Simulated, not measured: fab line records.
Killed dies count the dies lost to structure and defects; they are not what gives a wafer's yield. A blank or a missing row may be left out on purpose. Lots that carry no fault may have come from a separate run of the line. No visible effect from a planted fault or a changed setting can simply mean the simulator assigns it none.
What tool caused it? + flow n5-finfet + 22 lots with 66 wafers sampled at 5 steps, on a route of 1938 steps

WHAT EACH GAUGE READ, for each wafer
N5_MOL_CONTACT_COAG_CD_MEAS_137: the cd target is 16 nm. Usual: cd-nm 15.9 nm, standard deviation 0.31.
| lot  | measured     | on        | cd-nm (nm)     | flag |
|------|--------------|-----------|----------------|------|
| L075 | day 5 13:27  | cd-sem-01 | 16.5 16.3 16.4 |      |
| L076 | day 5 19:24  | cd-sem-03 | 15.8 16.1 15.8 |      |
| L077 | day 5 23:05  | cd-sem-02 | 16.1 15.7 15.7 |      |
| L078 | day 6 04:07  | cd-sem-01 | 15.9 15.6 16.0 |      |
| L079 | day 6 10:59  | cd-sem-03 | 16.4 16.2 16.3 |      |
| L080 | day 6 14:40  | cd-sem-03 | 16.3 16.2 16.1 |      |
| L082 | day 7 05:53  | cd-sem-01 | 16.1 16.1 15.7 |      |
| L083 | day 7 13:20  | cd-sem-03 | 15.8 16.0 16.0 |      |
| L084 | day 7 17:01  | cd-sem-03 | 15.7 16.4 16.4 |      |
| L086 | day 8 05:53  | cd-sem-02 | 15.4 15.8 15.3 |      |
| L085 | day 8 06:23  | cd-sem-02 | 15.8 15.8 15.1 |      |
| L087 | day 8 14:35  | cd-sem-03 | 16.0 15.8 16.3 |      |
| L088 | day 8 15:32  | cd-sem-03 | 15.9 16.6 16.0 |      |
| L089 | day 8 23:50  | cd-sem-01 | 16.2 15.8 15.9 |      |
| L090 | day 9 02:37  | cd-sem-01 | 15.4 15.6 15.8 |      |
| L091 | day 9 07:36  | cd-sem-01 | 15.7 15.8 15.8 |      |
| L092 | day 9 13:25  | cd-sem-01 | 16.4 16.6 16.2 |      |
| L093 | day 9 21:22  | cd-sem-03 | 16.0 15.6 15.5 |      |
| L094 | day 10 03:03 | cd-sem-03 | 15.4 16.1 15.8 |      |
| L095 | day 10 07:22 | cd-sem-02 | 15.7 16.1 16.1 |      |
| L096 | day 10 11:56 | cd-sem-01 | 16.0 16.2 15.8 |      |
| L097 | day 10 18:45 | cd-sem-01 | 15.8 15.8 15.8 |      |

WHICH TOOL RAN EACH LOT (tool, then ch and the chambers of the sampled wafers, then the start)
| lot  | N5_MOL_CONTACT_COAG_ETCH_89        | N5_MOL_CONTACT_COAG_ETCH_91        | N5_MOL_CONTACT_COAG_VIA_ETCH_46    | N5_MOL_CONTACT_COAG_STRIP_96       |
|------|------------------------------------|------------------------------------|------------------------------------|------------------------------------|
| L075 | rie-diel-02 ch 0,1,3, day 5 12:38  | rie-diel-02 ch 1,2, day 5 12:59    | rie-diel-02 ch 1,2, day 5 13:06    | rie-diel-02 ch 1,2, day 5 13:10    |
| L076 | rie-diel-02 ch 0,1,3, day 5 18:20  | rie-diel-04 ch 0,1,2, day 5 18:56  | rie-diel-04 ch 0,1,2, day 5 19:04  | rie-diel-04 ch 0,1,2, day 5 19:08  |
| L077 | rie-diel-04 ch 0,1, day 5 22:19    | rie-diel-04 ch 0,2, day 5 22:37    | rie-diel-04 ch 0,2, day 5 22:44    | rie-diel-04 ch 0,2, day 5 22:49    |
| L078 | rie-diel-02 ch 0,2,3, day 6 03:20  | rie-diel-04 ch 0,1,2, day 6 03:39  | rie-diel-04 ch 0,1,2, day 6 03:47  | rie-diel-04 ch 0,1,2, day 6 03:50  |
| L079 | rie-diel-05 ch 0,1, day 6 10:07    | rie-diel-02 ch 2,3, day 6 10:32    | rie-diel-02 ch 2,3, day 6 10:39    | rie-diel-02 ch 2,3, day 6 10:43    |
| L080 | rie-diel-02 ch 1,2,3, day 6 13:46  | rie-diel-04 ch 0,2,3, day 6 14:11  | rie-diel-04 ch 0,2,3, day 6 14:19  | rie-diel-04 ch 0,2,3, day 6 14:23  |
| L082 | rie-diel-04 ch 0,2, day 7 05:01    | rie-diel-04 ch 0,1, day 7 05:24    | rie-diel-04 ch 0,1, day 7 05:32    | rie-diel-04 ch 0,1, day 7 05:35    |
| L083 | rie-diel-05 ch 0,1, day 7 12:34    | rie-diel-05 ch 2,3, day 7 12:52    | rie-diel-05 ch 2,3, day 7 12:59    | rie-diel-05 ch 2,3, day 7 13:04    |
| L084 | rie-diel-04 ch 1,2,3, day 7 16:14  | rie-diel-05 ch 0,2, day 7 16:33    | rie-diel-05 ch 0,2, day 7 16:40    | rie-diel-05 ch 0,2, day 7 16:44    |
| L086 | rie-diel-02 ch 1,2, day 8 04:59    | rie-diel-05 ch 0,3, day 8 05:26    | rie-diel-05 ch 0,3, day 8 05:34    | rie-diel-05 ch 0,3, day 8 05:37    |
| L085 | rie-diel-02 ch 0,1,2, day 8 05:37  | rie-diel-05 ch 0,1, day 8 05:55    | rie-diel-05 ch 0,1, day 8 06:02    | rie-diel-05 ch 0,1, day 8 06:07    |
| L087 | rie-diel-05 ch 0,1,3, day 8 13:49  | rie-diel-02 ch 0,1, day 8 14:08    | rie-diel-02 ch 0,1, day 8 14:16    | rie-diel-02 ch 0,1, day 8 14:20    |
| L088 | rie-diel-05 ch 0,1,2, day 8 14:44  | rie-diel-05 ch 0,2, day 8 15:05    | rie-diel-05 ch 0,2, day 8 15:12    | rie-diel-05 ch 0,2, day 8 15:16    |
| L089 | rie-diel-04 ch 0,2,3, day 8 22:35  | rie-diel-02 ch 0,3, day 8 23:23    | rie-diel-02 ch 0,3, day 8 23:30    | rie-diel-02 ch 0,3, day 8 23:34    |
| L090 | rie-diel-04 ch 1,2,3, day 9 01:41  | rie-diel-04 ch 0,2,3, day 9 02:10  | rie-diel-04 ch 0,2,3, day 9 02:17  | rie-diel-04 ch 0,2,3, day 9 02:21  |
| L091 | rie-diel-04 ch 0,3, day 9 06:50    | rie-diel-04 ch 1,2, day 9 07:08    | rie-diel-04 ch 1,2, day 9 07:16    | rie-diel-04 ch 1,2, day 9 07:20    |
| L092 | rie-diel-05 ch 2,3, day 9 12:25    | rie-diel-02 ch 0,1, day 9 12:57    | rie-diel-02 ch 0,1, day 9 13:05    | rie-diel-02 ch 0,1, day 9 13:08    |
| L093 | rie-diel-02 ch 0,1,3, day 9 20:34  | rie-diel-02 ch 0,1,3, day 9 20:54  | rie-diel-02 ch 0,1,3, day 9 21:01  | rie-diel-02 ch 0,1,3, day 9 21:05  |
| L094 | rie-diel-02 ch 0,1,2, day 10 02:14 | rie-diel-04 ch 1,2,3, day 10 02:34 | rie-diel-04 ch 1,2,3, day 10 02:41 | rie-diel-04 ch 1,2,3, day 10 02:45 |
| L095 | rie-diel-05 ch 2,3, day 10 06:33   | rie-diel-05 ch 2,3, day 10 06:52   | rie-diel-05 ch 2,3, day 10 06:59   | rie-diel-05 ch 2,3, day 10 07:04   |
| L096 | rie-diel-05 ch 0,1,2, day 10 11:07 | rie-diel-02 ch 0,2,3, day 10 11:26 | rie-diel-02 ch 0,2,3, day 10 11:33 | rie-diel-02 ch 0,2,3, day 10 11:37 |
| L097 | rie-diel-02 ch 1,2,3, day 10 17:49 | rie-diel-04 ch 0,1, day 10 18:17   | rie-diel-04 ch 0,1, day 10 18:25   | rie-diel-04 ch 0,1, day 10 18:29   |
- N5_MOL_CONTACT_COAG_ETCH_89: etches underlayer in N2/H2, target depth 13 nm, time 10.4 s.
- N5_MOL_CONTACT_COAG_ETCH_91: etches SOC in N2/H2, target depth 60 nm, overetch 21 nm, time 101.2 s.
- N5_MOL_CONTACT_COAG_VIA_ETCH_46: etches SiO2 in C4F6/O2, target depth 46 nm, overetch 9.2 nm, time 40 s.
- N5_MOL_CONTACT_COAG_STRIP_96: strips in N2/H2.

WHAT THE TOOLS THEMSELVES READ (means of the sampled wafers that have a number; where no wafer has one, the mark that the record gives instead)
N5_MOL_CONTACT_COAG_ETCH_89. Usual: drypump-motor-current-A 5.9 A, standard deviation 0.37; etch-rf-on-time-s 10.39 s, standard deviation 0.13; oes-product-au 0.68 a.u., standard deviation 0.071; rf-vpp-V 525 V, standard deviation 3.5; showerhead-plenum-p-Torr 2.59 Torr, standard deviation 0.12; throttle-valve-pct 17.80 %, standard deviation 0.19.
| lot  | tool        | drypump-motor-current-A (A) | etch-rf-on-time-s (s) | oes-product-au (a.u.) | rf-vpp-V (V) | showerhead-plenum-p-Torr (Torr) | throttle-valve-pct (%) | flag |
|------|-------------|-----------------------------|-----------------------|-----------------------|--------------|---------------------------------|------------------------|------|
| L075 | rie-diel-02 | 5.6                         | 10.47                 | 0.71                  | 527          | 2.68                            | 17.66                  |      |
| L076 | rie-diel-02 | 5.6                         | 10.44                 | 0.71                  | 528          | 2.68                            | 17.66                  |      |
| L077 | rie-diel-04 | 6.3                         | 10.31                 | 0.74                  | 526          | 2.61                            | 17.60                  |      |
| L078 | rie-diel-02 | 5.9                         | 10.36                 | 0.66                  | 526          | 2.62                            | 17.81                  |      |
| L079 | rie-diel-05 | 5.5                         | 10.36                 | 0.66                  | 525          | 2.55                            | 17.76                  |      |
| L080 | rie-diel-02 | 5.9                         | 10.50                 | 0.64                  | 526          | 2.61                            | 17.86                  |      |
| L082 | rie-diel-04 | 6.2                         | 10.31                 | 0.76                  | 525          | 2.55                            | 17.85                  |      |
| L083 | rie-diel-05 | 5.4                         | 10.43                 | 0.65                  | 522          | 2.45                            | 17.89                  |      |
| L084 | rie-diel-04 | 6.1                         | 10.38                 | 0.67                  | 522          | 2.47                            | 17.83                  |      |
| L086 | rie-diel-02 | 5.8                         | 10.47                 | 0.65                  | 526          | 2.62                            | 17.86                  |      |
| L085 | rie-diel-02 | 5.7                         | 10.50                 | 0.66                  | 526          | 2.63                            | 17.82                  |      |
| L087 | rie-diel-05 | 5.7                         | 10.42                 | 0.63                  | 523          | 2.53                            | 17.95                  |      |
| L088 | rie-diel-05 | 5.6                         | 10.41                 | 0.70                  | 525          | 2.56                            | 17.79                  |      |
| L089 | rie-diel-04 | 6.2                         | 10.21                 | 0.71                  | 524          | 2.56                            | 17.80                  |      |
| L090 | rie-diel-04 | 6.1                         | 10.33                 | 0.65                  | 522          | 2.47                            | 17.86                  |      |
| L091 | rie-diel-04 | 6.1                         | 10.14                 | 0.66                  | 524          | 2.58                            | 17.75                  |      |
| L092 | rie-diel-05 | 6.1                         | 10.31                 | 0.66                  | 527          | 2.64                            | 17.99                  |      |
| L093 | rie-diel-02 | 5.6                         | 10.56                 | 0.67                  | 528          | 2.67                            | 17.71                  |      |
| L094 | rie-diel-02 | 5.7                         | 10.41                 | 0.75                  | 525          | 2.62                            | 17.69                  |      |
| L095 | rie-diel-05 | 6.1                         | 10.37                 | 0.64                  | 527          | 2.64                            | 18.00                  |      |
| L096 | rie-diel-05 | 5.6                         | 10.42                 | 0.67                  | 525          | 2.56                            | 17.82                  |      |
| L097 | rie-diel-02 | 5.9                         | 10.41                 | 0.71                  | 526          | 2.60                            | 17.76                  |      |

N5_MOL_CONTACT_COAG_ETCH_91. Usual: drypump-motor-current-A 5.9 A, standard deviation 0.36; oes-product-au 0.66 a.u., standard deviation 0.063; rf-vpp-V 525 V, standard deviation 3.4; showerhead-plenum-p-Torr 2.58 Torr, standard deviation 0.12; throttle-valve-pct 17.77 %, standard deviation 0.19.
| lot  | tool        | drypump-motor-current-A (A) | oes-product-au (a.u.) | rf-vpp-V (V) | showerhead-plenum-p-Torr (Torr) | throttle-valve-pct (%) | flag |
|------|-------------|-----------------------------|-----------------------|--------------|---------------------------------|------------------------|------|
| L075 | rie-diel-02 | 5.8                         | 0.66                  | 526          | 2.63                            | 17.79                  |      |
| L076 | rie-diel-04 | 6.2                         | 0.72                  | 523          | 2.54                            | 17.69                  |      |
| L077 | rie-diel-04 | 6.3                         | 0.76                  | 527          | 2.63                            | 17.64                  |      |
| L078 | rie-diel-04 | 6.2                         | 0.71                  | 524          | 2.54                            | 17.70                  |      |
| L079 | rie-diel-02 | 6.2                         | 0.60                  | 524          | 2.55                            | 17.96                  |      |
| L080 | rie-diel-04 | 6.2                         | 0.71                  | 525          | 2.57                            | 17.73                  |      |
| L082 | rie-diel-04 | 6.3                         | 0.71                  | 526          | 2.60                            | 17.58                  |      |
| L083 | rie-diel-05 | 6.1                         | 0.66                  | 527          | 2.65                            | 17.94                  |      |
| L084 | rie-diel-05 | 5.6                         | 0.69                  | 527          | 2.67                            | 17.62                  |      |
| L086 | rie-diel-05 | 5.8                         | 0.62                  | 527          | 2.63                            | 17.78                  |      |
| L085 | rie-diel-05 | 5.5                         | 0.63                  | 524          | 2.54                            | 17.77                  |      |
| L087 | rie-diel-02 | 5.4                         | 0.71                  | 528          | 2.69                            | 17.61                  |      |
| L088 | rie-diel-05 | 5.6                         | 0.68                  | 528          | 2.67                            | 17.65                  |      |
| L089 | rie-diel-02 | 5.7                         | 0.65                  | 528          | 2.66                            | 17.69                  |      |
| L090 | rie-diel-04 | 6.2                         | 0.69                  | 524          | 2.56                            | 17.78                  |      |
| L091 | rie-diel-04 | 6.1                         | 0.67                  | 521          | 2.45                            | 17.88                  |      |
| L092 | rie-diel-02 | 5.4                         | 0.68                  | 528          | 2.68                            | 17.66                  |      |
| L093 | rie-diel-02 | 5.6                         | 0.66                  | 528          | 2.67                            | 17.69                  |      |
| L094 | rie-diel-04 | 6.1                         | 0.64                  | 521          | 2.46                            | 17.84                  |      |
| L095 | rie-diel-05 | 6.1                         | 0.64                  | 527          | 2.64                            | 17.98                  |      |
| L096 | rie-diel-02 | 5.9                         | 0.70                  | 526          | 2.61                            | 17.69                  |      |
| L097 | rie-diel-04 | 6.3                         | 0.68                  | 525          | 2.59                            | 17.63                  |      |

N5_MOL_CONTACT_COAG_VIA_ETCH_46. Usual: C4F6_flow_sccm 10.000 sccm, standard deviation 0.028; drypump-motor-current-A 5.9 A, standard deviation 0.36; oes-product-au 0.71 a.u., standard deviation 0.069; rf-vpp-V 1592 V, standard deviation 11; showerhead-plenum-p-Torr 2.87 Torr, standard deviation 0.13; throttle-valve-pct 40.80 %, standard deviation 0.27.
| lot  | tool        | C4F6_flow_sccm (sccm) | drypump-motor-current-A (A) | oes-product-au (a.u.) | rf-vpp-V (V) | showerhead-plenum-p-Torr (Torr) | throttle-valve-pct (%) | flag |
|------|-------------|-----------------------|-----------------------------|-----------------------|--------------|---------------------------------|------------------------|------|
| L075 | rie-diel-02 | 9.995                 | 5.8                         | 0.71                  | 1606         | 2.94                            | 41.02                  |      |
| L076 | rie-diel-04 | 9.998                 | 6.2                         | 0.76                  | 1582         | 2.84                            | 40.78                  |      |
| L077 | rie-diel-04 | 10.019                | 6.3                         | 0.81                  | 1588         | 2.94                            | 40.85                  |      |
| L078 | rie-diel-04 | 9.991                 | 6.2                         | 0.77                  | 1582         | 2.84                            | 40.78                  |      |
| L079 | rie-diel-02 | 9.970                 | 6.2                         | 0.63                  | 1598         | 2.84                            | 40.79                  |      |
| L080 | rie-diel-04 | 9.985                 | 6.2                         | 0.75                  | 1592         | 2.87                            | 40.80                  |      |
| L082 | rie-diel-04 | 10.013                | 6.3                         | 0.75                  | 1579         | 2.91                            | 40.64                  |      |
| L083 | rie-diel-05 | 10.020                | 6.1                         | 0.69                  | 1592         | 2.96                            | 40.98                  |      |
| L084 | rie-diel-05 | 10.019                | 5.6                         | 0.73                  | 1607         | 2.97                            | 40.58                  |      |
| L086 | rie-diel-05 | 9.997                 | 5.8                         | 0.65                  | 1597         | 2.93                            | 40.69                  |      |
| L085 | rie-diel-05 | 9.998                 | 5.5                         | 0.68                  | 1597         | 2.84                            | 40.73                  |      |
| L087 | rie-diel-02 | 9.999                 | 5.4                         | 0.75                  | 1593         | 3.00                            | 40.95                  |      |
| L088 | rie-diel-05 | 10.006                | 5.6                         | 0.73                  | 1606         | 2.97                            | 40.58                  |      |
| L089 | rie-diel-02 | 10.019                | 5.7                         | 0.69                  | 1587         | 2.95                            | 40.59                  |      |
| L090 | rie-diel-04 | 10.003                | 6.2                         | 0.74                  | 1590         | 2.86                            | 40.81                  |      |
| L091 | rie-diel-04 | 10.027                | 6.1                         | 0.72                  | 1581         | 2.74                            | 40.92                  |      |
| L092 | rie-diel-02 | 9.996                 | 5.4                         | 0.73                  | 1598         | 2.99                            | 41.01                  |      |
| L093 | rie-diel-02 | 10.006                | 5.6                         | 0.70                  | 1593         | 2.97                            | 40.81                  |      |
| L094 | rie-diel-04 | 9.990                 | 6.1                         | 0.68                  | 1583         | 2.75                            | 40.73                  |      |
| L095 | rie-diel-05 | 10.013                | 6.1                         | 0.68                  | 1591         | 2.95                            | 41.01                  |      |
| L096 | rie-diel-02 | 9.991                 | 5.9                         | 0.76                  | 1591         | 2.89                            | 40.70                  |      |
| L097 | rie-diel-04 | 9.971                 | 6.3                         | 0.71                  | 1580         | 2.90                            | 40.66                  |      |

N5_MOL_CONTACT_COAG_STRIP_96. Usual: drypump-motor-current-A 5.9 A, standard deviation 0.37; oes-product-au 0.79 a.u., standard deviation 0.079; rf-vpp-V 122.0 V, standard deviation 1.4; showerhead-plenum-p-Torr 3.40 Torr, standard deviation 0.15; throttle-valve-pct 18.90 %, standard deviation 0.24.
| lot  | tool        | drypump-motor-current-A (A) | oes-product-au (a.u.) | rf-vpp-V (V) | showerhead-plenum-p-Torr (Torr) | throttle-valve-pct (%) | flag |
|------|-------------|-----------------------------|-----------------------|--------------|---------------------------------|------------------------|------|
| L075 | rie-diel-02 | 5.8                         | 0.79                  | 121.8        | 3.47                            | 18.87                  |      |
| L076 | rie-diel-04 | 6.2                         | 0.86                  | 122.0        | 3.35                            | 18.83                  |      |
| L077 | rie-diel-04 | 6.3                         | 0.92                  | 124.3        | 3.47                            | 18.88                  |      |
| L078 | rie-diel-04 | 6.2                         | 0.85                  | 121.7        | 3.35                            | 18.84                  |      |
| L079 | rie-diel-02 | 6.2                         | 0.69                  | 121.8        | 3.38                            | 19.22                  |      |
| L080 | rie-diel-04 | 6.2                         | 0.85                  | 121.7        | 3.39                            | 18.92                  |      |
| L082 | rie-diel-04 | 6.3                         | 0.85                  | 121.4        | 3.43                            | 18.79                  |      |
| L083 | rie-diel-05 | 6.1                         | 0.78                  | 122.4        | 3.50                            | 19.11                  |      |
| L084 | rie-diel-05 | 5.7                         | 0.81                  | 122.6        | 3.52                            | 18.62                  |      |
| L086 | rie-diel-05 | 5.8                         | 0.73                  | 122.2        | 3.48                            | 18.87                  |      |
| L085 | rie-diel-05 | 5.5                         | 0.75                  | 121.5        | 3.36                            | 18.79                  |      |
| L087 | rie-diel-02 | 5.4                         | 0.84                  | 122.1        | 3.55                            | 18.65                  |      |
| L088 | rie-diel-05 | 5.6                         | 0.79                  | 122.7        | 3.51                            | 18.65                  |      |
| L089 | rie-diel-02 | 5.7                         | 0.77                  | 123.2        | 3.51                            | 18.91                  |      |
| L090 | rie-diel-04 | 6.2                         | 0.83                  | 122.2        | 3.38                            | 18.95                  |      |
| L091 | rie-diel-04 | 6.1                         | 0.81                  | 121.5        | 3.24                            | 18.95                  |      |
| L092 | rie-diel-02 | 5.4                         | 0.81                  | 122.5        | 3.53                            | 18.69                  |      |
| L093 | rie-diel-02 | 5.6                         | 0.79                  | 122.5        | 3.51                            | 18.80                  |      |
| L094 | rie-diel-04 | 6.1                         | 0.76                  | 121.1        | 3.26                            | 18.93                  |      |
| L095 | rie-diel-05 | 6.2                         | 0.76                  | 121.8        | 3.49                            | 19.13                  |      |
| L096 | rie-diel-02 | 5.9                         | 0.85                  | 123.4        | 3.44                            | 18.90                  |      |
| L097 | rie-diel-04 | 6.3                         | 0.82                  | 122.4        | 3.42                            | 18.84                  |      |

THE ANSWER, worked out from the rows above alone
Rule: a lot counts as off when the mean over its wafers that have a number is more than 3 standard deviations away from the usual mean. Also off: a lot with no number at a reading for which 4 or more lots have one. All remaining lots with rows at the step are treated as sound. After the gauges, taken in route order, come the tools' own readings; for these a lot's mean is taken, as printed above. At the first step where some lot is off, the reading lying furthest off is the one used; lots without a number count as furthest.
Across all readings shown, no lot is off: no conclusion can be drawn from this.

WHAT HAD BEEN PUT IN BY THE SIMULATOR
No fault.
